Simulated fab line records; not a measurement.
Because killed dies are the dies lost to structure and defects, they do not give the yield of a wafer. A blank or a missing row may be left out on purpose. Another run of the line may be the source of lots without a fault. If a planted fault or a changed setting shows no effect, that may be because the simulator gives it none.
fab line records	flow nand_harc
record lots=24	wafers=72	last_day=25
route steps=1159 shown A_CONTACT@854
lots that met no fault: taken from a fault-free run of the same line
start_h: hours from the record's first day to the start of the lot's first wafer shown	wait_h: hours from the lot's prior step to this one	" identical to the entry in the row above	L1.1+2: a single row standing in for several wafers	- either no value or no given start	* or withheld: withheld	< > ~ a bound
route shown NAME@n: NAME is a module with steps in the file, n the number in the route of the first one	usual: average and standard deviation across the fault-free wafers	same: alike in all rows	chamber/n: place in a boat	sites: readings site by site	_std_site: how widely they spread, as a standard deviation	_edge_site: outer sites' mean less inner sites'	radius_mm: how far each site lies from the wafer's centre	mask NAME#n: copy n	behind: the last tool/chamber to shape the wafer	hold: what put the lot on hold/how long, in hours/how the hold closed	device: transistor that didn't switch, given as n, p or np	end of line: at the end of the route, the tests of the same wafers	a step with no rows: only its recipe	killed: dies that structure and defects cost at the first sort, which is not the same as the wafer's yield	map: dies across one wafer; x = killed, . = not, _ = none there
set.NAME: setting as actually run; set.NAME@STEP: the setting as run at that earlier step	model.NAME: the simulator's own value behind a step, which no gauge read
steps of the route over a sample of lots; a table a step, a row a wafer
services: the hour from which a tool's chamber was out of use, counted from the record's first day as start_h (under 0 if before that day), plus the number of hours and why
## steps
# step NHARC_A_CONTACT_CD_MEAS_42
# recipe target_cd_nm=200	landing_energy_ev=500
# usual cd_nm=200.1/0.62
lot.wafer	tool	chamber	start_h	wait_h	cd_nm
L074.1	cd_sem-03	0	366.41	-	200.0
L074.3	"	0	"	"	199.3
L074.6	"	0	"	"	200.0
L075.2	cd_sem-03	0	374.31	-	199.2
L075.3	"	0	"	"	199.4
L075.5	"	0	"	"	199.4
L077.3	cd_sem-03	0	382.94	-	200.2
L077.4	"	0	"	"	200.3
L077.6	"	0	"	"	200.5
L076.2	cd_sem-02	0	384.69	-	200.1
L076.4	"	0	"	"	200.0
L076.6	"	0	"	"	200.6
L079.2	cd_sem-01	0	400.04	-	200.6
L079.3	"	0	"	"	199.7
L079.4	"	0	"	"	199.4
L078.2	cd_sem-03	0	406.24	-	198.8
L078.4	"	0	"	"	199.9
L078.5	"	0	"	"	199.2
L080.2	cd_sem-02	0	411.08	-	200.2
L080.3	"	0	"	"	200.5
L080.5	"	0	"	"	200.9
L081.1	cd_sem-01	0	416.98	-	201.2
L081.3	"	0	"	"	200.9
L081.5	"	0	"	"	199.6
L082.1	cd_sem-03	0	426.56	-	199.6
L082.3	"	0	"	"	199.4
L082.5	"	0	"	"	200.2
L084.3	cd_sem-03	0	426.93	-	200.1
L084.4	"	0	"	"	200.6
L084.6	"	0	"	"	200.3
L083.1	cd_sem-01	0	448.78	-	201.6
L083.3	"	0	"	"	200.7
L083.6	"	0	"	"	200.6
L085.1	cd_sem-03	0	448.93	-	200.1
L085.2	"	0	"	"	200.7
L085.4	"	0	"	"	198.9
L086.1	cd_sem-02	0	453.03	-	200.4
L086.3	"	0	"	"	200.6
L086.6	"	0	"	"	200.6
L087.2	cd_sem-01	0	453.33	-	200.5
L087.3	"	0	"	"	201.1
L087.5	"	0	"	"	199.8
L092.1	cd_sem-02	0	458.04	-	199.3
L092.3	"	0	"	"	200.5
L092.4	"	0	"	"	199.4
L090.2	cd_sem-01	0	458.20	-	199.5
L090.5	"	0	"	"	199.9
L090.6	"	0	"	"	200.0
L089.1	cd_sem-01	0	463.92	-	201.1
L089.3	"	0	"	"	200.3
L089.6	"	0	"	"	201.5
L088.2	cd_sem-02	0	464.28	-	200.0
L088.4	"	0	"	"	200.3
L088.5	"	0	"	"	200.1
L091.1	cd_sem-01	0	473.61	-	199.7
L091.3	"	0	"	"	199.2
L091.6	"	0	"	"	199.4
L093.1	cd_sem-01	0	489.84	-	199.7
L093.5	"	0	"	"	200.0
L093.6	"	0	"	"	199.8
L094.1	cd_sem-03	0	493.28	-	199.3
L094.2	"	0	"	"	199.6
L094.4	"	0	"	"	199.4
L095.1	cd_sem-03	0	497.50	-	199.9
L095.3	"	0	"	"	199.4
L095.4	"	0	"	"	199.5
L097.2	cd_sem-03	0	503.04	-	200.3
L097.4	"	0	"	"	200.0
L097.5	"	0	"	"	200.7
L096.2	cd_sem-02	0	509.42	-	199.4
L096.5	"	0	"	"	200.1
L096.6	"	0	"	"	199.9
# step NHARC_A_CONTACT_INSPECT_44
# usual raw_defect_count=31/15
lot.wafer	tool	chamber	start_h	wait_h	raw_defect_count
L074.1	defect_inspect-01	-	366.54	0.0	36
L074.3	"	-	"	"	28
L074.6	"	-	"	"	28
L075.2	defect_inspect-02	-	374.44	0.0	21
L075.3	"	-	"	"	21
L075.5	"	-	"	"	20
L077.3	defect_inspect-02	-	383.06	0.0	28
L077.4	"	-	"	"	30
L077.6	"	-	"	"	30
L076.2	defect_inspect-01	-	384.81	0.0	12
L076.4	"	-	"	"	11
L076.6	"	-	"	"	9
L079.2	defect_inspect-01	-	400.16	0.0	29
L079.3	"	-	"	"	30
L079.4	"	-	"	"	35
L078.2	defect_inspect-01	-	406.36	0.0	24
L078.4	"	-	"	"	21
L078.5	"	-	"	"	17
L080.2	defect_inspect-02	-	411.20	0.0	12
L080.3	"	-	"	"	10
L080.5	"	-	"	"	15
L081.1	defect_inspect-01	-	417.11	0.0	37
L081.3	"	-	"	"	37
L081.5	"	-	"	"	42
L082.1	defect_inspect-02	-	426.69	0.0	34
L082.3	"	-	"	"	35
L082.5	"	-	"	"	30
L084.3	defect_inspect-02	-	427.05	0.0	22
L084.4	"	-	"	"	23
L084.6	"	-	"	"	26
L083.1	defect_inspect-02	-	448.90	0.0	50
L083.3	"	-	"	"	46
L083.6	"	-	"	"	35
L085.1	defect_inspect-02	-	449.06	0.0	37
L085.2	"	-	"	"	32
L085.4	"	-	"	"	36
L086.1	defect_inspect-01	-	453.16	0.0	17
L086.3	"	-	"	"	14
L086.6	"	-	"	"	17
L087.2	defect_inspect-02	-	453.45	0.0	56
L087.3	"	-	"	"	39
L087.5	"	-	"	"	51
L092.1	defect_inspect-02	-	458.16	0.0	11
L092.3	"	-	"	"	9
L092.4	"	-	"	"	11
L090.2	defect_inspect-01	-	458.32	0.0	39
L090.5	"	-	"	"	31
L090.6	"	-	"	"	39
L089.1	defect_inspect-02	-	464.05	0.0	36
L089.3	"	-	"	"	31
L089.6	"	-	"	"	32
L088.2	defect_inspect-01	-	464.41	0.0	39
L088.4	"	-	"	"	33
L088.5	"	-	"	"	33
L091.1	defect_inspect-02	-	473.74	0.0	45
L091.3	"	-	"	"	47
L091.6	"	-	"	"	57
L093.1	defect_inspect-02	-	489.96	0.0	66
L093.5	"	-	"	"	55
L093.6	"	-	"	"	65
L094.1	defect_inspect-01	-	493.40	0.0	17
L094.2	"	-	"	"	13
L094.4	"	-	"	"	26
L095.1	defect_inspect-01	-	497.62	0.0	66
L095.3	"	-	"	"	43
L095.4	"	-	"	"	60
L097.2	defect_inspect-01	-	503.16	0.0	13
L097.4	"	-	"	"	14
L097.5	"	-	"	"	11
L096.2	defect_inspect-02	-	509.54	0.0	39
L096.5	"	-	"	"	38
L096.6	"	-	"	"	46
# step NHARC_A_CONTACT_ETCH_113
# recipe source_w=withheld	pressure_mtorr=20	bias_v=3000	time_s=94	target_depth_a=9220	ar_flow_sccm=withheld	c4f8_flow_sccm=withheld	o2_flow_sccm=withheld	chemistry=C4F8/O2/Ar
lot.wafer	tool	chamber	start_h	wait_h	rf_hours_counter_h
L074.1	har_cap_etch-01	0	368.27	0.1	52
L074.3	"	0	"	"	-
L074.6	"	1	"	"	-
L075.2	har_cap_etch-01	1	376.07	0.1	54
L075.3	"	1	"	"	-
L075.5	"	0	"	"	-
L077.4	har_cap_etch-03	1	385.44	0.1	-
L077.3	"	0	"	"	-
L077.6	"	1	"	"	-
L076.2	har_cap_etch-02	1	386.60	0.1	12
L076.4	"	1	"	"	-
L076.6	"	1	"	"	-
L079.2	har_cap_etch-01	1	402.03	0.1	58
L079.3	"	0	"	"	-
L079.4	"	1	"	"	-
L078.2	har_cap_etch-03	1	408.74	0.1	88
L078.4	"	1	"	"	-
L078.5	"	1	"	"	-
L080.2	har_cap_etch-01	0	413.17	0.1	59
L080.3	"	1	"	"	-
L080.5	"	0	"	"	-
L081.1	har_cap_etch-02	0	418.73	0.1	16
L081.3	"	1	"	"	-
L081.5	"	0	"	"	-
L082.1	har_cap_etch-03	0	428.47	0.1	92
L082.3	"	0	"	"	-
L082.5	"	1	"	"	-
L084.4	har_cap_etch-02	0	428.97	0.1	-
L084.3	"	1	"	"	-
L084.6	"	0	"	"	-
L085.1	har_cap_etch-03	1	450.68	0.1	94
L085.2	"	0	"	"	94
L085.4	"	0	"	"	-
L083.1	har_cap_etch-01	1	450.70	0.1	65
L083.3	"	0	"	"	-
L083.6	"	1	"	"	-
L086.1	har_cap_etch-02	0	454.78	0.1	22
L086.3	"	1	"	"	-
L086.6	"	1	"	"	-
L087.2	har_cap_etch-03	0	455.13	0.1	96
L087.3	"	1	"	"	-
L087.5	"	0	"	"	-
L092.1	har_cap_etch-03	1	459.79	0.1	97
L092.3	"	0	"	"	-
L092.4	"	1	"	"	-
L090.2	har_cap_etch-01	1	460.01	0.1	67
L090.6	"	1	"	"	-
L090.5	"	0	"	"	-
L089.1	har_cap_etch-01	0	465.71	0.1	68
L089.3	"	1	"	"	-
L089.6	"	0	"	"	-
L088.2	har_cap_etch-02	0	466.09	0.1	26
L088.4	"	1	"	"	-
L088.5	"	0	"	"	-
L091.1	har_cap_etch-03	0	475.74	0.1	102
L091.3	"	0	"	"	-
L091.6	"	1	"	"	-
L093.1	har_cap_etch-01	1	492.09	0.1	74
L093.5	"	0	"	"	-
L093.6	"	1	"	"	-
L094.2	har_cap_etch-03	1	495.11	0.1	104
L094.1	"	0	"	"	104
L094.4	"	0	"	"	-
L095.1	har_cap_etch-02	1	499.39	0.1	31
L095.3	"	0	"	"	-
L095.4	"	1	"	"	-
L097.2	har_cap_etch-02	1	504.87	0.1	33
L097.4	"	1	"	"	-
L097.5	"	0	"	"	-
L096.2	har_cap_etch-03	1	511.15	0.1	107
L096.5	"	1	"	"	-
L096.6	"	0	"	"	-
# step NHARC_A_CONTACT_ETCH_116
# recipe source_w=withheld	pressure_mtorr=20	bias_v=3000	time_s=94	target_depth_a=9220	ar_flow_sccm=withheld	c4f8_flow_sccm=withheld	o2_flow_sccm=withheld	chemistry=C4F8/O2/Ar
lot.wafer	tool	chamber	start_h	wait_h	rf_hours_counter_h
L074.1	har_cap_etch-01	0	368.55	0.1	53
L074.3	"	0	"	"	-
L074.6	"	1	"	"	-
L075.2	har_cap_etch-01	1	376.34	0.1	54
L075.3	"	1	"	"	-
L075.5	"	0	"	"	-
L077.4	har_cap_etch-03	1	385.71	0.1	-
L077.3	"	0	"	"	-
L077.6	"	1	"	"	-
L076.2	har_cap_etch-02	1	386.87	0.1	12
L076.4	"	1	"	"	-
L076.6	"	1	"	"	-
L079.2	har_cap_etch-01	1	402.30	0.1	58
L079.3	"	0	"	"	-
L079.4	"	1	"	"	-
L078.2	har_cap_etch-03	1	409.01	0.1	88
L078.4	"	1	"	"	-
L078.5	"	1	"	"	-
L080.2	har_cap_etch-01	0	413.44	0.1	60
L080.3	"	1	"	"	-
L080.5	"	0	"	"	-
L081.1	har_cap_etch-02	0	419.00	0.1	17
L081.3	"	1	"	"	-
L081.5	"	0	"	"	-
L082.1	har_cap_etch-03	0	428.74	0.1	92
L082.3	"	0	"	"	-
L082.5	"	1	"	"	-
L084.4	har_cap_etch-02	0	429.25	0.1	-
L084.3	"	1	"	"	-
L084.6	"	0	"	"	-
L085.1	har_cap_etch-03	1	450.95	0.1	95
L085.2	"	0	"	"	95
L085.4	"	0	"	"	-
L083.1	har_cap_etch-01	1	451.06	0.1	65
L083.3	"	0	"	"	-
L083.6	"	1	"	"	-
L086.1	har_cap_etch-02	0	455.06	0.1	22
L086.3	"	1	"	"	-
L086.6	"	1	"	"	-
L087.2	har_cap_etch-03	0	455.40	0.1	96
L087.3	"	1	"	"	-
L087.5	"	0	"	"	-
L092.1	har_cap_etch-03	1	460.06	0.1	97
L092.3	"	0	"	"	-
L092.4	"	1	"	"	-
L090.2	har_cap_etch-01	1	460.28	0.1	67
L090.6	"	1	"	"	-
L090.5	"	0	"	"	-
L089.1	har_cap_etch-01	0	465.98	0.1	69
L089.3	"	1	"	"	-
L089.6	"	0	"	"	-
L088.2	har_cap_etch-02	0	466.36	0.1	26
L088.4	"	1	"	"	-
L088.5	"	0	"	"	-
L091.1	har_cap_etch-03	0	476.10	0.1	102
L091.3	"	0	"	"	-
L091.6	"	1	"	"	-
L093.1	har_cap_etch-01	1	492.45	0.1	75
L093.5	"	0	"	"	-
L093.6	"	1	"	"	-
L094.2	har_cap_etch-03	1	495.47	0.1	104
L094.1	"	0	"	"	104
L094.4	"	0	"	"	-
L095.1	har_cap_etch-02	1	499.76	0.1	32
L095.3	"	0	"	"	-
L095.4	"	1	"	"	-
L097.2	har_cap_etch-02	1	505.24	0.1	33
L097.4	"	1	"	"	-
L097.5	"	0	"	"	-
L096.2	har_cap_etch-03	1	511.42	0.1	108
L096.5	"	1	"	"	-
L096.6	"	0	"	"	-
# step NHARC_A_CONTACT_ETCH_102
# recipe target_depth_a=700	overetch_a=70	time_s=38.5	ion_energy_ev=100	cf4_flow_sccm=80	o2_flow_sccm=20	ar_flow_sccm=0	rf_w=300	bias_w=100	chemistry=CF4/O2
# usual drypump_motor_current_A=5.9/0.44	oes_f_703_au=1.000/0.0048	oes_product_au=0.999/0.015	rf_vpp_V=198.3/1.3	showerhead_plenum_p_Torr=1.35/0.051	throttle_valve_pct=13.396/0.0093
lot.wafer	tool	chamber	start_h	wait_h	drypump_motor_current_A	oes_f_703_au	oes_product_au	rf_hours_counter_h	rf_vpp_V	showerhead_plenum_p_Torr	throttle_valve_pct
L074.3	rie_diel-10	3	370.38	0.1	5.0	0.996	0.990	2	198.6	1.43	13.404
L074.1	"	0	"	"	6.1	0.994	1.012	2	198.0	1.31	13.405
L074.6	"	2	"	"	6.6	1.004	1.003	-	200.8	1.43	13.399
L075.2	rie_diel-07	0	378.20	0.1	6.3	1.006	0.978	24	200.1	1.39	13.396
L075.3	"	1	"	"	6.2	0.997	1.007	24	197.7	1.31	13.406
L075.5	"	3	"	"	6.0	1.007	0.979	-	198.0	1.34	13.404
L077.3	rie_diel-10	0	387.65	0.0	6.1	0.994	1.007	9	198.6	1.31	13.387
L077.4	"	1	"	"	5.8	0.999	1.015	9	198.4	1.34	13.400
L077.6	"	1	"	"	5.8	1.000	1.008	-	197.7	1.35	13.404
L076.2	rie_diel-07	0	388.69	0.1	6.3	1.006	0.978	27	200.1	1.39	13.399
L076.4	"	1	"	"	6.2	1.007	1.006	27	197.0	1.31	13.394
L076.6	"	3	"	"	6.0	0.998	0.974	-	198.4	1.34	13.390
L079.2	rie_diel-07	1	404.03	0.1	6.2	1.002	0.998	30	198.1	1.31	13.397
L079.3	"	2	"	"	5.5	1.001	0.990	30	196.3	1.26	13.398
L079.4	"	3	"	"	6.0	1.001	0.979	31	199.3	1.34	13.400
L078.2	rie_diel-09	2	411.57	0.2	5.7	1.000	1.004	54	197.5	1.42	13.394
L078.4	"	0	"	"	5.9	1.002	0.978	53	197.5	1.36	13.395
L078.5	"	2	"	"	5.8	0.987	0.994	-	200.2	1.42	13.394
L080.3	rie_diel-07	1	415.20	0.1	6.2	1.004	1.012	0	197.0	1.31	13.397
L080.2	"	2	"	"	5.5	0.993	1.022	0	195.0	1.26	13.399
L080.5	"	1	"	"	6.2	0.997	1.024	-	196.6	1.31	13.387
L081.1	rie_diel-09	0	420.74	0.1	6.0	0.997	0.983	54	198.2	1.36	13.389
L081.3	"	2	"	"	5.7	0.997	0.997	56	198.7	1.42	13.396
L081.5	"	0	"	"	5.9	1.004	0.981	-	196.4	1.36	13.397
L082.1	rie_diel-09	1	430.51	0.1	5.8	1.001	0.988	60	198.4	1.34	13.405
L082.3	"	2	"	"	5.8	1.003	0.993	59	200.9	1.42	13.381
L082.5	"	0	"	"	5.9	1.005	0.986	-	197.6	1.36	13.414
L084.3	rie_diel-10	0	430.96	0.1	6.1	0.998	0.997	25	197.6	1.31	13.397
L084.4	"	1	"	"	5.8	1.010	1.007	23	197.7	1.34	13.388
L084.6	"	3	"	"	5.0	1.010	0.973	-	200.6	1.42	13.404
L085.1	rie_diel-07	3	452.71	0.1	6.0	1.002	1.012	6	198.6	1.34	13.393
L085.2	"	0	"	"	6.3	0.995	0.984	6	199.5	1.39	13.403
L085.4	"	1	"	"	6.2	0.998	1.025	6	198.1	1.30	13.399
L083.1	rie_diel-10	1	452.91	0.1	5.7	1.002	1.017	32	196.9	1.34	13.397
L083.3	"	3	"	"	5.0	1.003	0.981	34	199.8	1.42	13.401
L083.6	"	1	"	"	5.8	1.000	1.008	-	197.4	1.34	13.424
L086.3	rie_diel-10	2	456.91	0.0	6.6	1.004	0.998	33	198.6	1.42	13.385
L086.1	"	3	"	"	5.0	1.001	0.979	35	199.3	1.42	13.393
L086.6	"	3	"	"	5.0	1.005	0.976	-	201.4	1.42	13.400
L087.2	rie_diel-09	2	457.14	0.1	5.8	0.995	0.993	6	201.0	1.42	13.402
L087.3	"	3	"	"	5.1	0.995	1.032	5	199.6	1.39	13.396
L087.5	"	3	"	"	5.1	0.994	1.027	-	199.0	1.39	13.411
L092.3	rie_diel-10	1	461.90	0.1	5.8	1.008	1.012	35	195.5	1.34	13.391
L092.1	"	0	"	"	6.0	0.994	0.999	38	196.9	1.31	13.405
L092.4	"	2	"	"	6.6	0.999	1.009	-	198.6	1.42	13.398
L090.2	rie_diel-07	0	462.03	0.1	6.3	1.000	0.983	8	199.1	1.39	13.394
L090.5	"	0	"	"	6.4	1.009	0.987	-	197.2	1.39	13.393
L090.6	"	1	"	"	6.2	0.999	1.013	-	196.4	1.30	13.392
L089.3	rie_diel-09	3	467.85	0.1	5.1	0.996	1.024	9	198.8	1.39	13.415
L089.1	"	1	"	"	5.8	1.009	0.975	9	197.4	1.33	13.384
L089.6	"	3	"	"	5.1	1.001	1.033	-	199.0	1.39	13.385
L088.4	rie_diel-07	3	468.10	0.1	6.0	0.995	1.005	11	197.1	1.34	13.382
L088.2	"	0	"	"	6.3	1.011	0.978	10	199.6	1.39	13.401
L088.5	"	3	"	"	6.0	1.005	0.993	-	198.1	1.34	13.400
L091.1	rie_diel-07	3	478.31	0.1	6.0	1.003	0.997	14	198.0	1.34	13.381
L091.3	"	1	"	"	6.2	1.006	1.009	12	196.9	1.30	13.398
L091.6	"	1	"	"	6.2	1.000	1.022	-	197.7	1.30	13.400
L093.1	rie_diel-10	3	494.60	0.1	5.0	0.994	0.980	46	199.0	1.42	13.394
L093.6	"	3	"	"	5.0	0.998	0.992	-	199.1	1.42	13.388
L093.5	"	0	"	"	6.1	0.995	0.998	-	197.0	1.30	13.406
L094.4	rie_diel-09	0	497.55	0.1	6.0	0.987	1.011	19	196.3	1.35	13.404
L094.2	"	1	"	"	5.7	0.996	0.974	21	198.6	1.33	13.387
L094.1	"	2	"	"	5.8	1.003	0.982	21	201.2	1.41	13.409
L095.1	rie_diel-09	2	502.08	0.1	5.7	1.000	0.996	23	200.2	1.41	13.412
L095.3	"	0	"	"	6.0	0.993	1.000	21	196.1	1.35	13.386
L095.4	"	1	"	"	5.7	1.006	0.975	23	198.3	1.33	13.394
L097.4	rie_diel-07	0	507.30	0.1	6.3	0.992	0.992	15	199.3	1.38	13.390
L097.2	"	2	"	"	5.5	1.002	1.037	18	195.7	1.25	13.405
L097.5	"	1	"	"	6.2	1.000	1.002	-	198.4	1.30	13.382
L096.2	rie_diel-10	0	513.20	0.1	6.1	0.999	1.012	57	197.6	1.30	13.393
L096.5	"	3	"	"	5.0	1.000	0.997	-	198.0	1.42	13.397
L096.6	"	0	"	"	6.0	1.002	1.004	-	197.1	1.30	13.405
# step NHARC_A_CONTACT_ETCH_78
# recipe target_depth_a=28000	over_etch_frac=0.3	time_s=728	ion_energy_ev=150	o2_flow_sccm=400	cos_flow_sccm=20	ar_flow_sccm=0	rf_w=500	bias_w=300	chemistry=O2/COS
# usual drypump_motor_current_A=5.8/0.44	oes_product_au=0.999/0.017	rf_vpp_V=314.7/1.9	showerhead_plenum_p_Torr=3.16/0.12	throttle_valve_pct=28.329/0.0085
lot.wafer	tool	chamber	start_h	wait_h	drypump_motor_current_A	oes_product_au	rf_hours_counter_h	rf_vpp_V	showerhead_plenum_p_Torr	throttle_valve_pct
L074.1	rie_diel-09	1	-	-	5.8	0.985	41	314.7	3.13	28.328
L074.3	"	2	"	"	5.8	0.993	39	316.5	3.32	28.330
L074.6	"	0	"	"	5.9	0.961	-	315.4	3.18	28.331
L075.2	rie_diel-07	2	-	-	5.5	0.986	26	312.8	2.94	28.328
L075.3	"	1	"	"	6.2	1.010	25	313.3	3.06	28.325
L075.5	"	2	"	"	5.5	0.995	-	311.9	2.94	28.329
L077.4	rie_diel-07	0	-	-	6.3	0.980	27	315.9	3.24	28.328
L077.3	"	2	"	"	5.5	0.986	28	311.6	2.94	28.337
L077.6	"	0	"	"	6.3	0.980	-	317.0	3.24	28.339
L076.2	rie_diel-07	0	-	-	6.3	0.983	28	316.4	3.24	28.333
L076.4	"	3	"	"	6.0	0.974	29	314.6	3.14	28.329
L076.6	"	0	"	"	6.3	0.982	-	315.1	3.24	28.318
L079.2	rie_diel-10	1	-	-	5.8	1.009	17	313.9	3.14	28.344
L079.4	"	2	"	"	6.6	0.992	17	317.2	3.33	28.337
L079.3	"	3	"	"	5.0	1.002	18	317.2	3.33	28.323
L078.2	rie_diel-10	3	-	-	5.0	0.988	19	317.4	3.33	28.327
L078.4	"	0	"	"	6.0	0.996	19	313.3	3.07	28.327
L078.5	"	3	"	"	5.0	0.983	-	316.2	3.33	28.332
L080.2	rie_diel-07	0	-	-	6.3	0.977	2	315.7	3.24	28.341
L080.3	"	1	"	"	6.2	1.014	1	313.4	3.06	28.335
L080.5	"	1	"	"	6.2	1.019	-	314.5	3.06	28.327
L081.3	rie_diel-10	3	-	-	5.0	0.982	21	317.5	3.33	28.324
L081.1	"	1	"	"	5.8	1.015	20	313.9	3.14	28.337
L081.5	"	0	"	"	6.0	1.000	-	312.3	3.06	28.321
L082.3	rie_diel-10	0	-	-	6.0	1.010	26	313.7	3.06	28.320
L082.1	"	1	"	"	5.7	1.016	24	314.5	3.14	28.330
L082.5	"	2	"	"	6.6	0.997	-	317.3	3.33	28.318
L084.3	rie_diel-10	3	-	-	5.0	0.977	27	316.0	3.32	28.340
L084.4	"	1	"	"	5.8	0.997	25	315.5	3.14	28.334
L084.6	"	3	"	"	5.0	0.976	-	317.7	3.32	28.322
L085.1	rie_diel-09	0	-	-	5.9	1.009	4	315.7	3.17	28.324
L085.4	"	1	"	"	5.8	0.968	6	313.8	3.12	28.338
L085.2	"	2	"	"	5.8	0.997	5	316.7	3.31	28.307
L083.1	rie_diel-07	3	-	-	6.0	1.005	8	312.9	3.13	28.332
L083.3	"	1	"	"	6.2	1.011	7	312.7	3.05	28.336
L083.6	"	2	"	"	5.5	1.029	-	311.6	2.94	28.331
L086.1	rie_diel-07	2	-	-	5.5	1.035	8	310.4	2.94	28.320
L086.3	"	3	"	"	6.0	1.001	9	314.4	3.13	28.344
L086.6	"	2	"	"	5.5	1.031	-	311.4	2.94	28.320
L087.3	rie_diel-09	2	-	-	5.7	0.988	8	318.8	3.31	28.334
L087.2	"	0	"	"	5.9	1.009	6	315.2	3.17	28.332
L087.5	"	3	"	"	5.1	1.019	-	315.2	3.25	28.331
L090.2	rie_diel-07	2	-	-	5.5	1.026	11	312.6	2.94	28.336
L090.5	"	1	"	"	6.2	1.010	-	314.0	3.05	28.349
L090.6	"	3	"	"	6.0	0.999	-	312.3	3.13	28.323
L092.1	rie_diel-10	3	-	-	5.0	0.984	41	316.9	3.31	28.318
L092.3	"	1	"	"	5.8	1.015	40	314.0	3.13	28.324
L092.4	"	2	"	"	6.6	1.003	40	315.9	3.32	28.336
L089.1	rie_diel-09	2	-	-	5.7	0.991	12	315.8	3.30	28.335
L089.3	"	3	"	"	5.1	1.020	11	315.4	3.25	28.328
L089.6	"	1	"	"	5.8	0.979	-	312.8	3.12	28.330
L088.4	rie_diel-09	2	-	-	5.8	0.982	13	317.3	3.30	28.342
L088.2	"	3	"	"	5.2	1.012	11	316.1	3.25	28.335
L088.5	"	2	"	"	5.8	0.986	-	316.7	3.30	28.326
L091.3	rie_diel-07	3	-	-	6.0	1.007	15	313.7	3.13	28.337
L091.1	"	0	"	"	6.3	0.984	11	315.9	3.24	28.316
L091.6	"	0	"	"	6.3	0.998	-	314.7	3.24	28.318
L093.1	rie_diel-09	2	-	-	5.7	0.990	21	316.1	3.30	28.333
L093.6	"	0	"	"	5.9	0.999	-	314.9	3.16	28.323
L093.5	"	1	"	"	5.8	0.974	-	313.5	3.11	28.343
L094.2	rie_diel-07	2	-	-	5.6	1.022	17	311.2	2.93	28.325
L094.4	"	3	"	"	6.0	1.005	18	313.0	3.13	28.323
L094.1	"	0	"	"	6.3	0.983	15	315.6	3.23	28.335
L095.1	rie_diel-09	0	-	-	5.9	1.010	23	315.6	3.16	28.337
L095.3	"	2	"	"	5.8	0.987	24	316.2	3.30	28.336
L095.4	"	3	"	"	5.1	1.036	22	316.0	3.24	28.344
L097.4	rie_diel-09	2	-	-	5.8	0.999	26	316.7	3.30	28.315
L097.2	"	1	"	"	5.8	0.972	27	313.9	3.11	28.339
L097.5	"	3	"	"	5.1	1.028	-	314.9	3.24	28.323
L096.2	rie_diel-07	2	-	-	5.5	1.024	19	311.5	2.93	28.338
L096.5	"	1	"	"	6.2	1.008	-	313.3	3.05	28.325
L096.6	"	2	"	"	5.5	1.028	-	312.0	2.93	28.310
## services
tool	chamber	start_h	hours	kind
rie_diel-10	-	353.66	9.0	pm
rie_diel-07	0	359.87	-	clean
rie_diel-07	1	359.87	-	clean
rie_diel-07	2	359.87	-	clean
rie_diel-07	3	359.87	-	clean
har_cap_etch-03	-	367.85	0.5	repair
rie_diel-07	0	384.37	-	clean
rie_diel-07	1	384.37	-	clean
rie_diel-07	2	384.37	-	clean
rie_diel-07	3	384.37	-	clean
rie_diel-07	0	399.53	2.7	repair
rie_diel-07	-	405.22	9.0	pm
rie_diel-07	0	405.22	9.0	vent_cycle
rie_diel-07	1	405.22	9.0	vent_cycle
rie_diel-07	2	405.22	9.0	vent_cycle
rie_diel-07	3	405.22	9.0	vent_cycle
rie_diel-07	0	414.22	-	clean
rie_diel-07	1	414.22	-	clean
rie_diel-07	2	414.22	-	clean
rie_diel-09	-	431.35	9.0	pm
rie_diel-07	1	431.74	1.5	repair
rie_diel-10	3	460.06	4.1	repair
rie_diel-10	3	479.12	10.5	repair
rie_diel-10	0	485.28	9.0	repair
## key
fault none
